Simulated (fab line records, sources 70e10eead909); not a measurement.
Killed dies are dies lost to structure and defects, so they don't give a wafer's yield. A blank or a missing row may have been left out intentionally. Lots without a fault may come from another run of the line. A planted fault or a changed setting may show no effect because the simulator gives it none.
fab line records ; flow nand_harc
record lots=13; wafers=37; last_day=33
route steps=1302 shown A_CONTACT@1025
lots with no fault: from the same line, run without faults
start_h: start of the lot's first displayed wafer, in hours after the record's first day ; wait_h: hours since the lot's step before ; " same as the row above ; L1.1+2: several wafers, shown together as one row ; - either no value or no given start ; * or withheld: withheld ; < > ~ a bound
route shown NAME@n: a module of which the file shows steps, and the number in the route of the first ; usual: mean/standard deviation taken from wafers without a fault ; same: alike in all rows ; chamber/n: place in a boat ; sites: per-site readings ; _std_site: standard deviation across them ; _edge_site: inner sites' mean taken away from outer sites' mean ; radius_mm: for every site, how far away it sits from the centre of the wafer ; mask NAME#n: copy n ; behind: the most recent tool/chamber to have shaped the wafer ; hold: why the lot was held/for how many hours/how that ended ; device: whichever transistor did not switch (one of n, p or np) ; end of line: the route-end tests of the same wafers ; a step with no rows: only its recipe ; killed: dies that structure and defects cost at the first sort, which is not the same as the wafer's yield ; map: the dies of a wafer, with x for killed, . for not killed, _ for no die there
set.NAME: the run value of the setting; set.NAME@STEP: its run value at that earlier step ; model.NAME: the simulator's own value behind a step, which no gauge read
steps of the route over a sample of lots; a table a step, a row a wafer
services: when a tool's chamber went out of use (start_h, in hours from the record's first day, below 0 if earlier), for how many hours, and the reason
## steps
# step NHARC_A_CONTACT_STRIP_55
# recipe o2_flow_sccm=500; ar_flow_sccm=0; bias_w=0; chemistry=O2
# usual chamber_pressure_mTorr=60.00/0.054; drypump_motor_current_A=5.9/0.53; oes_product_au=0.998/0.0093; rf_vpp_V=57.6/0.91; showerhead_plenum_p_Torr=3.49/0.13; throttle_valve_pct=17.037/0.0097
lot.wafer;tool;chamber;start_h;wait_h;chamber_pressure_mTorr;drypump_motor_current_A;oes_product_au;rf_hours_counter_h;rf_vpp_V;showerhead_plenum_p_Torr;throttle_valve_pct
L436.2;rie_diel-05;3;-;-;60.03;5.7;0.995;25;57.5;3.62;17.041
L436.3;rie_diel-05;0;-;-;59.99;5.7;1.012;27;57.4;3.48;17.028
L436.6;rie_diel-05;2;-;-;60.01;5.4;0.990;-;57.2;3.50;17.037
L437.1;rie_diel-04;0;-;-;60.07;4.8;0.983;22;57.4;3.40;17.033
L437.3;rie_diel-04;2;-;-;59.99;6.4;1.016;20;58.2;3.50;17.043
L437.6;rie_diel-04;2;-;-;59.97;6.4;1.007;-;59.2;3.50;17.020
L439.3;rie_diel-04;0;-;-;60.00;4.8;0.995;27;57.5;3.39;17.027
L439.1;rie_diel-04;1;-;-;60.01;6.5;1.009;22;57.7;3.80;17.037
L439.5;rie_diel-04;3;-;-;60.01;6.5;1.003;-;57.5;3.45;17.052
L438.3;rie_diel-05;1;-;-;59.91;6.2;0.998;37;57.4;3.30;17.036
L438.5;rie_diel-05;0;-;-;59.93;5.7;1.014;-;58.0;3.48;17.039
L438.6;rie_diel-05;1;-;-;59.97;6.2;0.994;-;57.1;3.30;17.037
L440.1;rie_diel-05;1;-;-;59.90;6.1;0.989;43;58.3;3.29;17.053
L440.2;rie_diel-05;2;-;-;60.11;5.4;0.996;32;57.7;3.50;17.023
L440.5;rie_diel-05;3;-;-;59.87;5.7;0.997;-;57.0;3.61;17.025
L443.2;rie_diel-04;0;-;-;59.97;4.8;0.993;4;57.9;3.39;17.040
L443.1;rie_diel-04;1;-;-;60.02;6.4;0.988;4;57.6;3.79;17.043
L443.6;rie_diel-04;2;-;-;60.02;6.4;1.001;-;56.5;3.50;17.046
L449.1;rie_diel-05;2;-;-;59.93;5.4;1.001;18;58.5;3.48;17.037
L449.5;rie_diel-05;0;-;-;60.05;5.7;1.014;-;57.1;3.46;17.051
L452.1;rie_diel-04;2;-;-;60.06;6.4;1.010;19;56.7;3.49;17.048
L452.2;rie_diel-04;0;-;-;60.09;4.8;0.998;19;57.3;3.38;17.049
L454.2;rie_diel-04;3;-;-;59.95;6.5;0.997;24;58.6;3.44;17.039
L454.5;rie_diel-04;2;-;-;59.94;6.4;0.992;-;57.1;3.48;17.030
L454.6;rie_diel-04;3;-;-;59.95;6.5;1.001;-;58.3;3.44;17.030
L455.1;rie_diel-03;3;-;-;59.87;5.9;0.995;16;58.6;3.77;17.036
L455.6;rie_diel-03;1;-;-;60.08;5.7;1.011;-;58.7;3.53;17.045
L455.5;rie_diel-03;2;-;-;59.93;5.0;1.008;-;59.1;3.48;17.030
L457.1;rie_diel-04;3;-;-;60.00;6.5;0.992;28;57.1;3.44;17.044
L457.3;rie_diel-04;0;-;-;59.99;4.8;0.993;27;57.9;3.38;17.028
L457.2;rie_diel-04;1;-;-;59.97;6.5;0.982;28;59.2;3.78;17.036
L458.2;rie_diel-04;2;-;-;59.98;6.4;1.002;3;57.1;3.48;17.028
L458.1;rie_diel-04;3;-;-;60.10;6.5;0.993;2;57.5;3.44;17.048
L458.6;rie_diel-04;1;-;-;60.01;6.5;0.992;-;58.0;3.78;17.052
L459.2;rie_diel-05;0;-;-;60.11;5.7;1.008;46;57.6;3.44;17.021
L459.1;rie_diel-05;1;-;-;59.95;6.1;0.983;48;56.0;3.26;17.025
L459.3;rie_diel-05;2;-;-;59.96;5.4;1.010;47;58.6;3.46;17.062
# step NHARC_A_CONTACT_SOFTBAKE_64
# recipe temp_c=105; time_s=55
# usual heater_power_total_W=188.42/0.13; plate_temp_C=105.00/0.14
lot.wafer;tool;chamber;start_h;wait_h;heater_power_total_W;plate_temp_C
L436.2;litho_track-06;0;508;-;188.40;104.95
L436.3;litho_track-06;0;508;-;188.35;105.12
L436.6;litho_track-06;0;508;-;188.46;105.10
L437.1;litho_track-06;0;513;-;188.72;105.04
L437.3;litho_track-06;0;513;-;188.34;105.39
L437.6;litho_track-06;0;513;-;188.53;105.20
L439.1;litho_track-01;0;528;-;188.30;104.96
L439.3;litho_track-01;0;528;-;188.48;105.19
L439.5;litho_track-01;0;528;-;188.21;105.08
L438.3;litho_track-01;0;529;-;188.76;105.19
L438.5;litho_track-01;0;529;-;188.41;104.78
L438.6;litho_track-01;0;529;-;188.48;105.17
L440.1;litho_track-06;0;543;-;188.41;105.01
L440.2;litho_track-06;0;543;-;188.63;105.16
L440.5;litho_track-06;0;543;-;188.26;105.00
L443.1;litho_track-06;0;567;-;188.50;104.91
L443.2;litho_track-06;0;567;-;188.55;104.89
L443.6;litho_track-06;0;567;-;188.62;105.16
L449.1;litho_track-06;0;646;-;322.88;-
L449.5;litho_track-06;0;646;-;188.64;105.22
L452.1;litho_track-06;0;657;-;323.10;-
L452.2;litho_track-06;0;657;-;188.46;105.20
L454.2;litho_track-01;0;697;-;188.43;104.79
L454.5;litho_track-01;0;697;-;188.29;104.93
L454.6;litho_track-01;0;697;-;188.58;104.82
L455.1;litho_track-01;0;703;-;188.42;105.01
L455.5;litho_track-01;0;703;-;188.24;104.82
L455.6;litho_track-01;0;703;-;188.35;104.90
L457.1;litho_track-01;0;710;-;188.27;104.84
L457.2;litho_track-01;0;710;-;188.40;104.93
L457.3;litho_track-01;0;710;-;188.71;104.95
L458.1;litho_track-01;0;730;-;188.58;104.96
L458.2;litho_track-01;0;730;-;188.42;105.04
L458.6;litho_track-01;0;730;-;188.36;105.02
L459.1;litho_track-01;0;731;-;188.39;105.13
L459.2;litho_track-01;0;731;-;188.31;104.98
L459.3;litho_track-01;0;731;-;188.63;104.87
# step NHARC_A_CONTACT_CD_MEAS_69
# recipe target_cd_nm=300; landing_energy_ev=500
# usual cd_nm=300.0/0.68
# same landing_energy_ev=500
lot.wafer;tool;chamber;start_h;wait_h;cd_nm
L436.2;cd_sem-02;0;508.35;-;300.3
L436.3;cd_sem-02;0;508.35;-;300.6
L436.6;cd_sem-02;0;508.35;-;300.8
L437.1;cd_sem-02;0;513.33;-;300.9
L437.3;cd_sem-02;0;513.33;-;300.7
L437.6;cd_sem-02;0;513.33;-;300.3
L439.1;cd_sem-03;0;529.22;-;300.8
L439.3;cd_sem-03;0;529.22;-;300.7
L439.5;cd_sem-03;0;529.22;-;301.3
L438.3;cd_sem-03;0;529.48;-;299.7
L438.5;cd_sem-03;0;529.48;-;301.0
L438.6;cd_sem-03;0;529.48;-;300.7
L440.1;cd_sem-02;0;544.42;-;299.9
L440.2;cd_sem-02;0;544.42;-;298.5
L440.5;cd_sem-02;0;544.42;-;299.1
L443.1;cd_sem-01;0;567.69;-;299.6
L443.2;cd_sem-01;0;567.69;-;299.1
L443.6;cd_sem-01;0;567.69;-;300.2
L449.1;cd_sem-01;0;647.01;-;299.8
L449.5;cd_sem-01;0;647.01;-;299.5
L452.1;cd_sem-02;0;657.73;-;300.9
L452.2;cd_sem-02;0;657.73;-;300.0
L454.2;cd_sem-02;0;698.04;-;300.3
L454.5;cd_sem-02;0;698.04;-;300.4
L454.6;cd_sem-02;0;698.04;-;300.5
L455.1;cd_sem-01;0;704.28;-;300.3
L455.5;cd_sem-01;0;704.28;-;300.9
L455.6;cd_sem-01;0;704.28;-;301.2
L457.1;cd_sem-01;0;711.27;-;300.2
L457.2;cd_sem-01;0;711.27;-;300.2
L457.3;cd_sem-01;0;711.27;-;300.4
L458.1;cd_sem-03;0;730.94;-;299.8
L458.2;cd_sem-03;0;730.94;-;299.6
L458.6;cd_sem-03;0;730.94;-;301.1
L459.1;cd_sem-02;0;731.59;-;300.1
L459.2;cd_sem-02;0;731.59;-;299.2
L459.3;cd_sem-02;0;731.59;-;300.5
# step NHARC_A_CONTACT_INSPECT_71
# usual raw_defect_count=87/33
lot.wafer;tool;chamber;start_h;wait_h;raw_defect_count
L436.2;defect_inspect-02;-;508.47;0.0;97
L436.3;defect_inspect-02;-;508.47;0.0;105
L436.6;defect_inspect-02;-;508.47;0.0;101
L437.1;defect_inspect-02;-;513.46;0.0;50
L437.3;defect_inspect-02;-;513.46;0.0;42
L437.6;defect_inspect-02;-;513.46;0.0;41
L439.1;defect_inspect-01;-;529.34;0.0;45
L439.3;defect_inspect-01;-;529.34;0.0;58
L439.5;defect_inspect-01;-;529.34;0.0;55
L438.3;defect_inspect-01;-;529.60;0.0;73
L438.5;defect_inspect-01;-;529.60;0.0;69
L438.6;defect_inspect-01;-;529.60;0.0;77
L440.1;defect_inspect-02;-;544.55;0.0;115
L440.2;defect_inspect-02;-;544.55;0.0;103
L440.5;defect_inspect-02;-;544.55;0.0;123
L443.1;defect_inspect-01;-;567.81;0.0;72
L443.2;defect_inspect-01;-;567.81;0.0;60
L443.6;defect_inspect-01;-;567.81;0.0;64
L449.1;defect_inspect-02;-;647.14;0.0;51
L449.5;defect_inspect-02;-;647.14;0.0;49
L452.1;defect_inspect-02;-;657.85;0.0;143
L452.2;defect_inspect-02;-;657.85;0.0;149
L454.2;defect_inspect-01;-;698.17;0.0;115
L454.5;defect_inspect-01;-;698.17;0.0;118
L454.6;defect_inspect-01;-;698.17;0.0;95
L455.1;defect_inspect-02;-;704.41;0.0;112
L455.5;defect_inspect-02;-;704.41;0.0;112
L455.6;defect_inspect-02;-;704.41;0.0;93
L457.1;defect_inspect-01;-;711.39;0.0;89
L457.2;defect_inspect-01;-;711.39;0.0;81
L457.3;defect_inspect-01;-;711.39;0.0;78
L458.1;defect_inspect-01;-;731.06;0.0;66
L458.2;defect_inspect-01;-;731.06;0.0;68
L458.6;defect_inspect-01;-;731.06;0.0;69
L459.1;defect_inspect-01;-;731.72;0.0;73
L459.2;defect_inspect-01;-;731.72;0.0;69
L459.3;defect_inspect-01;-;731.72;0.0;67
## services
tool;chamber;start_h;hours;kind
rie_diel-04;0;486.44;-;clean
rie_diel-04;1;486.44;-;clean
rie_diel-04;2;486.44;-;clean
rie_diel-04;3;486.44;-;clean
rie_diel-04;1;502.51;8.2;repair
rie_diel-03;1;502.74;20.3;repair
litho_track-01;-;505.00;7.0;pm
rie_diel-04;0;510.94;-;clean
rie_diel-04;1;510.94;-;clean
litho_track-06;-;529.00;7.0;pm
rie_diel-04;-;531.90;9.0;pm
rie_diel-04;3;553.18;5.9;repair
rie_diel-04;-;581.88;0.7;repair
rie_diel-05;-;584.74;9.0;pm
rie_diel-03;0;606.54;6.3;repair
rie_diel-04;1;637.44;7.2;repair
rie_diel-03;-;638.00;9.0;pm
rie_diel-05;-;650.31;0.5;repair
rie_diel-04;0;663.33;5.6;repair
rie_diel-04;0;674.89;6.6;repair
litho_track-01;-;680.00;7.0;pm
rie_diel-05;1;698.23;15.0;repair
litho_track-06;-;704.00;7.0;pm
rie_diel-03;2;723.05;8.7;repair
## key
first_sign step=NHARC_A_CONTACT_SOFTBAKE_64; reading=heater_power_total_W; direction=up; sigmas=99+; usual=*; struck=*
effect none on later readings
met_at NHARC_A_CONTACT_SOFTBAKE_64
struck_lots L449,L452
struck_wafers L449.1,L452.1
tester_left_out L449,L452
not_acting_at NHARC_A_CONTACT_STRIP_55,NHARC_A_CONTACT_CD_MEAS_69,NHARC_A_CONTACT_INSPECT_71
onset_between 567 646
fault kind=process_parameter_drift; tool=litho_track-06; chamber=-; onset_h=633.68; steps=NHARC_A_CONTACT_SOFTBAKE_64; channel=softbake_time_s; offset=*; shape=step; end_h=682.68; scope=struck_wafers_only; acts_in=*; stated=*
# tester_left_out: of these lots the tester's yield and bins aren't shown, on N5 and GAA mostly nor the transistor test; their killed dies are dies lost to structure and defects alone, not to doping, threshold or leakage, so they don't give the yield
